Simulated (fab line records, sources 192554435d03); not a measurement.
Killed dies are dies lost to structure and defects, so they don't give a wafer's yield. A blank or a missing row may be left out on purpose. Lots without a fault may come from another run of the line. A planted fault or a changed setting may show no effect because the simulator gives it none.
Chamber matching | flow n5_finfet | N5_BEOL_M5_STRIP_64 on rie_diel-03: 4 sister chambers
The step strips in CF4. 8 wafers are shown with their chamber, then 8 later ones without.

WAFERS WITH THEIR CHAMBER
wafer  | chamber | drypump_motor_current_A (A) | showerhead_plenum_p_Torr (Torr)
L079.5 | 0       | 6.8                         | 1.81
L080.2 | 3       | 6.0                         | 1.85
L080.3 | 0       | 6.7                         | 1.81
L080.6 | 1       | 6.1                         | 1.87
L085.3 | 2       | 4.9                         | 1.76
L085.4 | 1       | 6.1                         | 1.87
L085.5 | 2       | 4.9                         | 1.76
L092.1 | 3       | 5.9                         | 1.84

WAFERS WITHOUT THEIR CHAMBER
wafer  | drypump_motor_current_A (A) | showerhead_plenum_p_Torr (Torr)
L092.2 | 6.1                         | 1.86
L092.5 | 6.7                         | 1.80
L094.1 | 6.0                         | 1.86
L094.4 | 4.9                         | 1.76
L094.5 | 6.8                         | 1.80
L095.1 | 4.9                         | 1.76
L095.4 | 6.7                         | 1.80
L095.6 | 6.1                         | 1.86

WHICH CHAMBER EACH WENT THROUGH
wafer  | from the rows above     | in truth
L092.2 | 1                       | 1
L092.5 | 0                       | 0
L094.1 | can't be placed: 1 or 3 | 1
L094.4 | 2                       | 2
L094.5 | 0                       | 0
L095.1 | 2                       | 2
L095.4 | 0                       | 0
L095.6 | 1                       | 1
Placed correctly: 7 of 8. Can't be placed from these rows: 1 (the true chamber is among the candidates in 1). Placed wrongly: 0.
How it was worked out, from the rows above alone: a wafer's distance from a chamber is the root of the sum, over the readings, of the square of ((its reading less the chamber's mean) divided by the reading's scatter). The wafer belongs to the nearest chamber; if the next one is less than 2 further off, it can't be placed. A chamber's mean is the mean of its shown wafers. The scatter: the root of (the sum of the squares of (reading less its chamber's mean) over the shown wafers, divided by (wafers less chambers)).
